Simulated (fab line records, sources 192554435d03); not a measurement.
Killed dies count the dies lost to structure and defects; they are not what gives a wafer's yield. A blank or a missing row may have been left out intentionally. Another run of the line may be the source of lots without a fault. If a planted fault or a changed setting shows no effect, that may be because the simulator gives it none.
Code-filled problem report in 8D (eight disciplines) form ; flow n5Finfet ; the parts of the form that need people (team, actions taken, sign-off) are left out

## 1. WHAT IS WRONG
At N5_BEOL_M0_SAQP_PECVD_96, runLengthS averages 83.7 s over 4 wafers from 2 lots, while fault-free wafers read 81.3 s, standard deviation 0.55. That is +4.4 standard deviations from the usual mean.
The step: deposits a-Si from SiH4/He, target thk 45 nm, time 45.2 s.
Seen first at day 9 14:54 on pecvd-03, wafer L682.4. At this step, 10 wafers from 4 lots have a number in the record. Rule for "out", or "out of limits": more than 4 standard deviations from the usual mean. The rest of the wafers with a number are treated as sound.

## 2. WHAT IT IS, WHAT IT ISN'T
question;is;is not
which readings at this step;runLengthS;heaterPowerW, showerheadPlenumPTorr
which lots;L682, L683;L675, L687
which wafers of those lots;all that have a number;-
read on which tools;pecvd-03;pecvd-04
when;from day 9 14:54;"up to then (3 sound wafers); but 3 sound wafers of L687 came after"

## 3. WHAT RULES OUT EACH SUSPECT
Counting: a tool at any process step up to the reading remains a suspect when it ran all the lots that are out and ran no sound lot after the first of those.
- pecvd-03 at N5_BEOL_M0_SAQP_PECVD_96 (deposits a-Si from SiH4/He, target thk 45 nm, time 45.2 s): kept. All lots that are out passed through it, beginning with L682 at day 9 14:54, and no sound lot followed; its final sound lot before that point was L675 at day 7 23:37. Its own runLengthS readings are out on those wafers.
Remaining after the count: pecvd-03 at N5_BEOL_M0_SAQP_PECVD_96.

## 4. THE CAUSE (what the simulator had put in)
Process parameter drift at N5_BEOL_M0_SAQP_PECVD_96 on pecvd-03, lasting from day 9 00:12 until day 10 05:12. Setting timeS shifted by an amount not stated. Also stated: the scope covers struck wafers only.
Only this tool survived the counting.

## 5. SEQUENCE OF EFFECTS, ordered by route
Rows list readings where the struck wafers' mean (over those with a number) sits beyond 3 standard deviations from the usual. Only readings for which the record gives a usual standard deviation are gone through. hours: the time from each lot's start at the first step in this table that gives one to its start at this step, as a median over the lots. sigmas: the change in usual standard deviations.
hours;step;reading;usual;on struck wafers;change;sigmas
0;N5_BEOL_M0_SAQP_PECVD_96;runLengthS;81.3 s;83.7;+2.4;+4.4
3;N5_BEOL_M0_SAQP_MANDREL_ETCH_103;oesProductAu;0.682 a.u.;0.721;+0.039;+3.0
Here are the process steps it includes:
- N5_BEOL_M0_SAQP_PECVD_96: deposits a-Si from SiH4/He, target thk 45 nm, time 45.2 s.
- N5_BEOL_M0_SAQP_MANDREL_ETCH_103: etches a-Si in HBr/Cl2, stops on SiCN, target depth 45 nm, bt time 10 s, time 27 s.
Later measuring or inspecting steps at which every struck wafer that the step has a row for has a number for every such reading, and none has moved that far: N5_BEOL_M4_RC_MEAS_101.

## 6. HOW IT WOULD HAVE BEEN CAUGHT EARLIER
The fault began at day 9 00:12; the first out-of-limits reading in this record came at day 9 14:54, 15 hours later.
